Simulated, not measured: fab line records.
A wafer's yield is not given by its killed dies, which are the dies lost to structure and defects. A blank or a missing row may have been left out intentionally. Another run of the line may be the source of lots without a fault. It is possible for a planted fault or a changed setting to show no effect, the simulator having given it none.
Which tool is to blame? || flow n5_finfet || 7 lots with 21 wafers sampled at 9 steps, on a route of 1938 steps

## WHAT EACH GAUGE READ, for each wafer
N5_DUMMY_GATE_INSPECT_27: inspects for defects (brightfield). Usual: raw_defect_count at 271, with a standard deviation of 73.
{"lot": "L939", "measured": "day 3 11:00", "on": "defect_inspect-02", "raw_defect_count": "333 313 283", "flag": ""}
{"lot": "L941", "measured": "day 4 00:12", "on": "defect_inspect-02", "raw_defect_count": "271 215 175", "flag": ""}
{"lot": "L949", "measured": "day 6 02:10", "on": "defect_inspect-02", "raw_defect_count": "607 551 494", "flag": "OFF"}
{"lot": "L950", "measured": "day 6 07:52", "on": "defect_inspect-02", "raw_defect_count": "554 463 574", "flag": "OFF"}
{"lot": "L953", "measured": "day 6 23:31", "on": "defect_inspect-01", "raw_defect_count": "432 331 364", "flag": ""}
{"lot": "L956", "measured": "day 7 16:13", "on": "defect_inspect-01", "raw_defect_count": "214 265 227", "flag": ""}
{"lot": "L957", "measured": "day 7 23:23", "on": "defect_inspect-01", "raw_defect_count": "354 324 296", "flag": ""}

N5_SPACER0_INSPECT_04: inspects for defects (darkfield). Usual: raw_defect_count at 128, with a standard deviation of 33.
{"lot": "L939", "measured": "day 3 11:36", "on": "defect_inspect-01", "raw_defect_count": "147 147 138", "flag": ""}
{"lot": "L941", "measured": "day 4 00:49", "on": "defect_inspect-02", "raw_defect_count": "119 114 98", "flag": ""}
{"lot": "L949", "measured": "day 6 02:46", "on": "defect_inspect-01", "raw_defect_count": "399 388 342", "flag": "OFF"}
{"lot": "L950", "measured": "day 6 08:28", "on": "defect_inspect-01", "raw_defect_count": "397 376 407", "flag": "OFF"}
{"lot": "L953", "measured": "day 7 00:08", "on": "defect_inspect-01", "raw_defect_count": "201 162 169", "flag": ""}
{"lot": "L956", "measured": "day 7 16:49", "on": "defect_inspect-01", "raw_defect_count": "104 147 123", "flag": ""}
{"lot": "L957", "measured": "day 8 00:00", "on": "defect_inspect-02", "raw_defect_count": "155 158 151", "flag": ""}

N5_SD_EPI_N_INSPECT_11: inspects for defects (macro). Usual: raw_defect_count at 2.1, with a standard deviation of 1.5.
{"lot": "L939", "measured": "day 3 11:56", "on": "defect_inspect-02", "raw_defect_count": "2 1 4", "flag": ""}
{"lot": "L941", "measured": "day 4 01:16", "on": "defect_inspect-02", "raw_defect_count": "3 1 3", "flag": ""}
{"lot": "L949", "measured": "day 6 03:14", "on": "defect_inspect-01", "raw_defect_count": "259 271 260", "flag": "OFF"}
{"lot": "L950", "measured": "day 6 08:47", "on": "defect_inspect-02", "raw_defect_count": "266 234 250", "flag": "OFF"}
{"lot": "L953", "measured": "day 7 00:28", "on": "defect_inspect-01", "raw_defect_count": "3 4 1", "flag": ""}
{"lot": "L956", "measured": "day 7 17:16", "on": "defect_inspect-02", "raw_defect_count": "0 2 0", "flag": ""}
{"lot": "L957", "measured": "day 8 00:20", "on": "defect_inspect-01", "raw_defect_count": "1 2 0", "flag": ""}

N5_SD_EPI_N_INSPECT_26: inspects for defects (darkfield). Usual: raw_defect_count at 187, with a standard deviation of 41.
{"lot": "L939", "measured": "day 3 16:48", "on": "defect_inspect-01", "raw_defect_count": "211 211 199", "flag": ""}
{"lot": "L941", "measured": "day 4 06:00", "on": "defect_inspect-02", "raw_defect_count": "164 180 149", "flag": ""}
{"lot": "L949", "measured": "day 6 07:27", "on": "defect_inspect-02", "raw_defect_count": "442 419 395", "flag": "OFF"}
{"lot": "L950", "measured": "day 6 13:11", "on": "defect_inspect-01", "raw_defect_count": "466 440 490", "flag": "OFF"}
{"lot": "L953", "measured": "day 7 04:28", "on": "defect_inspect-02", "raw_defect_count": "243 234 224", "flag": ""}
{"lot": "L956", "measured": "day 7 21:55", "on": "defect_inspect-02", "raw_defect_count": "177 190 178", "flag": ""}
{"lot": "L957", "measured": "day 8 05:04", "on": "defect_inspect-02", "raw_defect_count": "246 230 235", "flag": ""}

N5_BEOL_M4_RC_MEAS_101. Usual: DIBL_N 36.3 mV/V, standard deviation 1.1; DIBL_P 36.3 mV/V, standard deviation 1.4; IOFF_N 0.155 nA/um, standard deviation 0.019; IOFF_P 0.211 nA/um, standard deviation 0.027; ION_N 672 uA/um, standard deviation 8.5; ION_P 462 uA/um, standard deviation 5.8; SS_N 71.5 mV/dec, standard deviation 0.56; SS_P 73.3 mV/dec, standard deviation 0.52; VT_N 249.9 mV, standard deviation 2.5; VT_P -249.8 mV, standard deviation 2.8.
{"lot": "L939", "measured": "day 10 12:52", "on": "prober-01", "DIBL_N (mV/V)": "35.6 34.9 35.7", "DIBL_P (mV/V)": "36.9 35.4 35.9", "IOFF_N (nA/um)": "0.152 0.134 0.153", "IOFF_P (nA/um)": "0.178 0.170 0.178", "ION_N (uA/um)": "669 670 671", "ION_P (uA/um)": "451 456 455", "SS_N (mV/dec)": "71.1 71.3 72.0", "SS_P (mV/dec)": "73.6 73.3 73.3", "VT_N (mV)": "248.7 249.2 251.5", "VT_P (mV)": "-253.7 -252.4 -253.4", "flag": ""}
{"lot": "L941", "measured": "day 10 22:22", "on": "prober-01", "DIBL_N (mV/V)": "37.2 36.5 35.9", "DIBL_P (mV/V)": "37.1 36.6 35.2", "IOFF_N (nA/um)": "0.172 0.161 0.140", "IOFF_P (nA/um)": "0.244 0.243 0.227", "ION_N (uA/um)": "676 672 669", "ION_P (uA/um)": "472 467 469", "SS_N (mV/dec)": "71.9 71.8 71.0", "SS_P (mV/dec)": "73.9 73.0 72.7", "VT_N (mV)": "248.4 247.0 252.1", "VT_P (mV)": "-244.4 -247.3 -248.4", "flag": ""}
{"lot": "L949", "measured": "day 14 23:47", "on": "prober-01", "DIBL_N (mV/V)": "34.7 36.8 35.3", "DIBL_P (mV/V)": "33.6 35.7 34.6", "IOFF_N (nA/um)": "0.137 0.175 0.146", "IOFF_P (nA/um)": "0.184 0.211 0.197", "ION_N (uA/um)": "666 667 665", "ION_P (uA/um)": "458 453 458", "SS_N (mV/dec)": "70.4 71.2 70.7", "SS_P (mV/dec)": "72.8 73.8 73.1", "VT_N (mV)": "250.3 248.7 248.0", "VT_P (mV)": "-251.3 -250.6 -250.7", "flag": ""}
{"lot": "L950", "measured": "day 15 10:38", "on": "prober-01", "DIBL_N (mV/V)": "36.8 34.9 37.2", "DIBL_P (mV/V)": "37.0 35.0 37.4", "IOFF_N (nA/um)": "0.144 0.116 0.153", "IOFF_P (nA/um)": "0.238 0.204 0.250", "ION_N (uA/um)": "663 650 665", "ION_P (uA/um)": "460 455 460", "SS_N (mV/dec)": "72.3 71.6 72.1", "SS_P (mV/dec)": "73.7 72.6 73.7", "VT_N (mV)": "251.8 257.1 251.9", "VT_P (mV)": "-247.6 -250.4 -248.8", "flag": ""}
{"lot": "L953", "measured": "day 15 15:35", "on": "prober-01", "DIBL_N (mV/V)": "35.4 35.7 34.8", "DIBL_P (mV/V)": "36.2 37.6 35.6", "IOFF_N (nA/um)": "0.143 0.146 0.134", "IOFF_P (nA/um)": "0.196 0.219 0.186", "ION_N (uA/um)": "665 669 658", "ION_P (uA/um)": "461 463 454", "SS_N (mV/dec)": "71.9 71.4 72.3", "SS_P (mV/dec)": "73.2 73.5 73.0", "VT_N (mV)": "253.8 252.3 252.1", "VT_P (mV)": "-252.5 -248.9 -251.9", "flag": ""}
{"lot": "L956", "measured": "day 17 07:20", "on": "prober-02", "DIBL_N (mV/V)": "36.7 37.0 35.8", "DIBL_P (mV/V)": "36.8 37.5 35.6", "IOFF_N (nA/um)": "0.160 0.168 0.143", "IOFF_P (nA/um)": "0.218 0.219 0.199", "ION_N (uA/um)": "677 684 665", "ION_P (uA/um)": "467 468 463", "SS_N (mV/dec)": "71.3 70.9 71.3", "SS_P (mV/dec)": "73.0 72.6 73.0", "VT_N (mV)": "248.6 249.9 249.8", "VT_P (mV)": "-247.3 -248.5 -250.6", "flag": ""}
{"lot": "L957", "measured": "day 17 06:04", "on": "prober-02", "DIBL_N (mV/V)": "36.5 40.0 37.1", "DIBL_P (mV/V)": "36.4 40.9 37.2", "IOFF_N (nA/um)": "0.150 0.228 0.171", "IOFF_P (nA/um)": "0.210 0.301 0.236", "ION_N (uA/um)": "676 699 677", "ION_P (uA/um)": "466 479 471", "SS_N (mV/dec)": "71.5 72.5 71.1", "SS_P (mV/dec)": "72.9 74.0 73.1", "VT_N (mV)": "250.0 242.9 246.3", "VT_P (mV)": "-250.0 -244.8 -247.0", "flag": ""}

## WHICH TOOL RAN EACH LOT (tool, then ch and the chambers of the sampled wafers, then the start)
{"lot": "L939", "N5_DUMMY_GATE_TRIM_49": "rie_si-04 ch 2,3, day 3 09:54", "N5_DUMMY_GATE_STRIP_40": "rie_diel-01 ch 0,3, day 3 10:01", "N5_DUMMY_GATE_ETCH_44": "rie_si-06 ch 0,1,3, day 3 10:36", "N5_DUMMY_GATE_STRIP_48": "rie_diel-06 ch 0,1,3, day 3 10:49"}
{"lot": "L941", "N5_DUMMY_GATE_TRIM_49": "rie_si-04 ch 0,1,3, day 3 23:16", "N5_DUMMY_GATE_STRIP_40": "rie_diel-03 ch 2,3, day 3 23:22", "N5_DUMMY_GATE_ETCH_44": "rie_si-06 ch 0,1,2, day 3 23:49", "N5_DUMMY_GATE_STRIP_48": "rie_diel-01 ch 1,2,3, day 4 00:01"}
{"lot": "L949", "N5_DUMMY_GATE_TRIM_49": "rie_si-04 ch 2,3, day 6 01:07", "N5_DUMMY_GATE_STRIP_40": "rie_diel-03 ch 2,3, day 6 01:13", "N5_DUMMY_GATE_ETCH_44": "rie_si-06 ch 1,2, day 6 01:47", "N5_DUMMY_GATE_STRIP_48": "rie_diel-06 ch 2,3, day 6 01:59"}
{"lot": "L950", "N5_DUMMY_GATE_TRIM_49": "rie_si-06 ch 1,2,3, day 6 06:44", "N5_DUMMY_GATE_STRIP_40": "rie_diel-01 ch 0,1,2, day 6 06:53", "N5_DUMMY_GATE_ETCH_44": "rie_si-06 ch 2,3, day 6 07:24", "N5_DUMMY_GATE_STRIP_48": "rie_diel-06 ch 2,3, day 6 07:40"}
{"lot": "L953", "N5_DUMMY_GATE_TRIM_49": "rie_si-06 ch 2,3, day 6 22:32", "N5_DUMMY_GATE_STRIP_40": "rie_diel-03 ch 0,1, day 6 22:38", "N5_DUMMY_GATE_ETCH_44": "rie_si-02 ch 2,3, day 6 23:04", "N5_DUMMY_GATE_STRIP_48": "rie_diel-01 ch 2,3, day 6 23:19"}
{"lot": "L956", "N5_DUMMY_GATE_TRIM_49": "rie_si-04 ch 1,2,3, day 7 15:07", "N5_DUMMY_GATE_STRIP_40": "rie_diel-06 ch 0,1,3, day 7 15:13", "N5_DUMMY_GATE_ETCH_44": "rie_si-02 ch 0,2,3, day 7 15:39", "N5_DUMMY_GATE_STRIP_48": "rie_diel-03 ch 0,1, day 7 16:02"}
{"lot": "L957", "N5_DUMMY_GATE_TRIM_49": "rie_si-04 ch 1,2,3, day 7 22:21", "N5_DUMMY_GATE_STRIP_40": "rie_diel-01 ch 2,3, day 7 22:28", "N5_DUMMY_GATE_ETCH_44": "rie_si-02 ch 1,2, day 7 22:59", "N5_DUMMY_GATE_STRIP_48": "rie_diel-01 ch 1,2, day 7 23:12"}
- N5_DUMMY_GATE_TRIM_49: chemistry O2, time 29 s, target cd 14 nm.
- N5_DUMMY_GATE_STRIP_40: strips in CF4.
- N5_DUMMY_GATE_ETCH_44: etches poly-Si in HBr/O2, stops on SiO2, target depth 127.5 nm.
- N5_DUMMY_GATE_STRIP_48: strips in N2/H2, time 20 s.

## AS READ BY THE TOOLS THEMSELVES (means over the sampled wafers that have a number; for cases with no such wafer, the mark the record gives instead)
N5_DUMMY_GATE_TRIM_49. Usual: O2_flow_sccm 100.0 sccm, standard deviation 0.31; drypump_motor_current_A 5.5 A, standard deviation 0.45; oes_product_au 1.006 a.u., standard deviation 0.015; throttle_valve_pct 8.10 %, standard deviation 0.1.
{"lot": "L939", "tool": "rie_si-04", "O2_flow_sccm (sccm)": 100.0, "drypump_motor_current_A (A)": 5.1, "oes_product_au (a.u.)": 1.016, "throttle_valve_pct (%)": 8.13, "flag": ""}
{"lot": "L941", "tool": "rie_si-04", "O2_flow_sccm (sccm)": 100.1, "drypump_motor_current_A (A)": 5.6, "oes_product_au (a.u.)": 1.007, "throttle_valve_pct (%)": 8.04, "flag": ""}
{"lot": "L949", "tool": "rie_si-04", "O2_flow_sccm (sccm)": 100.3, "drypump_motor_current_A (A)": 5.2, "oes_product_au (a.u.)": 0.993, "throttle_valve_pct (%)": 8.16, "flag": ""}
{"lot": "L950", "tool": "rie_si-06", "O2_flow_sccm (sccm)": 100.4, "drypump_motor_current_A (A)": 6.0, "oes_product_au (a.u.)": 0.997, "throttle_valve_pct (%)": 8.08, "flag": ""}
{"lot": "L953", "tool": "rie_si-06", "O2_flow_sccm (sccm)": 100.1, "drypump_motor_current_A (A)": 6.1, "oes_product_au (a.u.)": 0.982, "throttle_valve_pct (%)": 8.05, "flag": ""}
{"lot": "L956", "tool": "rie_si-04", "O2_flow_sccm (sccm)": 99.6, "drypump_motor_current_A (A)": 5.5, "oes_product_au (a.u.)": 1.016, "throttle_valve_pct (%)": 8.11, "flag": ""}
{"lot": "L957", "tool": "rie_si-04", "O2_flow_sccm (sccm)": 99.9, "drypump_motor_current_A (A)": 5.5, "oes_product_au (a.u.)": 1.005, "throttle_valve_pct (%)": 8.08, "flag": ""}

N5_DUMMY_GATE_STRIP_40. Usual: drypump_motor_current_A 5.8 A, standard deviation 0.36; oes_product_au 0.80 a.u., standard deviation 0.083; rf_vpp_V 271.0 V, standard deviation 1.4; showerhead_plenum_p_Torr 1.79 Torr, standard deviation 0.051; throttle_valve_pct 13.56 %, standard deviation 0.19.
{"lot": "L939", "tool": "rie_diel-01", "drypump_motor_current_A (A)": 5.6, "oes_product_au (a.u.)": 0.70, "rf_vpp_V (V)": 270.8, "showerhead_plenum_p_Torr (Torr)": 1.79, "throttle_valve_pct (%)": 13.89, "flag": ""}
{"lot": "L941", "tool": "rie_diel-03", "drypump_motor_current_A (A)": 6.1, "oes_product_au (a.u.)": 0.85, "rf_vpp_V (V)": 272.3, "showerhead_plenum_p_Torr (Torr)": 1.78, "throttle_valve_pct (%)": 13.35, "flag": ""}
{"lot": "L949", "tool": "rie_diel-03", "drypump_motor_current_A (A)": 6.0, "oes_product_au (a.u.)": 0.85, "rf_vpp_V (V)": 271.9, "showerhead_plenum_p_Torr (Torr)": 1.80, "throttle_valve_pct (%)": 13.39, "flag": ""}
{"lot": "L950", "tool": "rie_diel-01", "drypump_motor_current_A (A)": 5.6, "oes_product_au (a.u.)": 0.74, "rf_vpp_V (V)": 270.2, "showerhead_plenum_p_Torr (Torr)": 1.77, "throttle_valve_pct (%)": 13.85, "flag": ""}
{"lot": "L953", "tool": "rie_diel-03", "drypump_motor_current_A (A)": 5.7, "oes_product_au (a.u.)": 0.82, "rf_vpp_V (V)": 271.5, "showerhead_plenum_p_Torr (Torr)": 1.79, "throttle_valve_pct (%)": 13.53, "flag": ""}
{"lot": "L956", "tool": "rie_diel-06", "drypump_motor_current_A (A)": 6.2, "oes_product_au (a.u.)": 0.81, "rf_vpp_V (V)": 270.8, "showerhead_plenum_p_Torr (Torr)": 1.78, "throttle_valve_pct (%)": 13.52, "flag": ""}
{"lot": "L957", "tool": "rie_diel-01", "drypump_motor_current_A (A)": 6.0, "oes_product_au (a.u.)": 0.87, "rf_vpp_V (V)": 272.3, "showerhead_plenum_p_Torr (Torr)": 1.83, "throttle_valve_pct (%)": 13.48, "flag": ""}

N5_DUMMY_GATE_ETCH_44. Usual: O2_flow_sccm 10.01 sccm, standard deviation 0.03; drypump_motor_current_A 5.6 A, standard deviation 0.44; oes_product_au 0.728 a.u., standard deviation 0.014; throttle_valve_pct 18.35 %, standard deviation 0.16.
{"lot": "L939", "tool": "rie_si-06", "O2_flow_sccm (sccm)": 10.02, "drypump_motor_current_A (A)": 5.9, "oes_product_au (a.u.)": 0.724, "throttle_valve_pct (%)": 18.51, "flag": ""}
{"lot": "L941", "tool": "rie_si-06", "O2_flow_sccm (sccm)": 10.00, "drypump_motor_current_A (A)": 5.9, "oes_product_au (a.u.)": 0.706, "throttle_valve_pct (%)": 18.38, "flag": ""}
{"lot": "L949", "tool": "rie_si-06", "O2_flow_sccm (sccm)": 10.02, "drypump_motor_current_A (A)": 6.1, "oes_product_au (a.u.)": 0.719, "throttle_valve_pct (%)": 18.25, "flag": ""}
{"lot": "L950", "tool": "rie_si-06", "O2_flow_sccm (sccm)": 10.00, "drypump_motor_current_A (A)": 6.0, "oes_product_au (a.u.)": 0.722, "throttle_valve_pct (%)": 18.24, "flag": ""}
{"lot": "L953", "tool": "rie_si-02", "O2_flow_sccm (sccm)": 10.00, "drypump_motor_current_A (A)": 5.2, "oes_product_au (a.u.)": 0.733, "throttle_valve_pct (%)": 18.36, "flag": ""}
{"lot": "L956", "tool": "rie_si-02", "O2_flow_sccm (sccm)": 10.01, "drypump_motor_current_A (A)": 5.5, "oes_product_au (a.u.)": 0.726, "throttle_valve_pct (%)": 18.42, "flag": ""}
{"lot": "L957", "tool": "rie_si-02", "O2_flow_sccm (sccm)": 9.99, "drypump_motor_current_A (A)": 5.7, "oes_product_au (a.u.)": 0.731, "throttle_valve_pct (%)": 18.28, "flag": ""}

N5_DUMMY_GATE_STRIP_48. Usual: drypump_motor_current_A 5.8 A, standard deviation 0.36; oes_product_au 0.80 a.u., standard deviation 0.09; rf_vpp_V 45.2 V, standard deviation 0.82; showerhead_plenum_p_Torr 3.37 Torr, standard deviation 0.1; throttle_valve_pct 12.21 %, standard deviation 0.24.
{"lot": "L939", "tool": "rie_diel-06", "drypump_motor_current_A (A)": 6.2, "oes_product_au (a.u.)": 0.73, "rf_vpp_V (V)": 45.4, "showerhead_plenum_p_Torr (Torr)": 3.36, "throttle_valve_pct (%)": 12.31, "flag": ""}
{"lot": "L941", "tool": "rie_diel-01", "drypump_motor_current_A (A)": 5.8, "oes_product_au (a.u.)": 0.77, "rf_vpp_V (V)": 45.6, "showerhead_plenum_p_Torr (Torr)": 3.38, "throttle_valve_pct (%)": 12.43, "flag": ""}
{"lot": "L949", "tool": "rie_diel-06", "drypump_motor_current_A (A)": 5.7, "oes_product_au (a.u.)": 0.74, "rf_vpp_V (V)": 44.2, "showerhead_plenum_p_Torr (Torr)": 3.28, "throttle_valve_pct (%)": 12.13, "flag": ""}
{"lot": "L950", "tool": "rie_diel-06", "drypump_motor_current_A (A)": 5.7, "oes_product_au (a.u.)": 0.73, "rf_vpp_V (V)": 45.2, "showerhead_plenum_p_Torr (Torr)": 3.28, "throttle_valve_pct (%)": 12.12, "flag": ""}
{"lot": "L953", "tool": "rie_diel-01", "drypump_motor_current_A (A)": 5.8, "oes_product_au (a.u.)": 0.87, "rf_vpp_V (V)": 45.5, "showerhead_plenum_p_Torr (Torr)": 3.44, "throttle_valve_pct (%)": 12.17, "flag": ""}
{"lot": "L956", "tool": "rie_diel-03", "drypump_motor_current_A (A)": 5.5, "oes_product_au (a.u.)": 0.77, "rf_vpp_V (V)": 44.7, "showerhead_plenum_p_Torr (Torr)": 3.42, "throttle_valve_pct (%)": 12.18, "flag": ""}
{"lot": "L957", "tool": "rie_diel-01", "drypump_motor_current_A (A)": 5.7, "oes_product_au (a.u.)": 0.80, "rf_vpp_V (V)": 45.9, "showerhead_plenum_p_Torr (Torr)": 3.35, "throttle_valve_pct (%)": 12.43, "flag": ""}

## THE ANSWER, worked out from the rows above alone
Rule: a lot counts as off when the mean over its wafers that have a number is more than 3 standard deviations away from the usual mean. Also off: a lot with no number at a reading for which 4 or more lots have one. The other lots that the step has rows for count as sound. First the gauges in route order, then the tools' own readings, where a lot's mean is used as printed above. The first step at which some lot is off is used, and at that step the reading that is off furthest; a lot without a number counts as furthest.
Off: L949, L950 (N5_DUMMY_GATE_INSPECT_27, raw_defect_count).
If a tool, at a process step before that reading, ran all the lots that are off and no sound lot after the first of them, it fits. The gauges at N5_DUMMY_GATE_INSPECT_27 aren't tried: what is off there is off at N5_SPACER0_INSPECT_04 too, on other tools, and a gauge's error can't cause that. 2 tools fit, rie_si-06 at N5_DUMMY_GATE_ETCH_44 and rie_diel-06 at N5_DUMMY_GATE_STRIP_48, so this cannot tell which one it is.

## WHAT THE SIMULATOR HAD PUT IN
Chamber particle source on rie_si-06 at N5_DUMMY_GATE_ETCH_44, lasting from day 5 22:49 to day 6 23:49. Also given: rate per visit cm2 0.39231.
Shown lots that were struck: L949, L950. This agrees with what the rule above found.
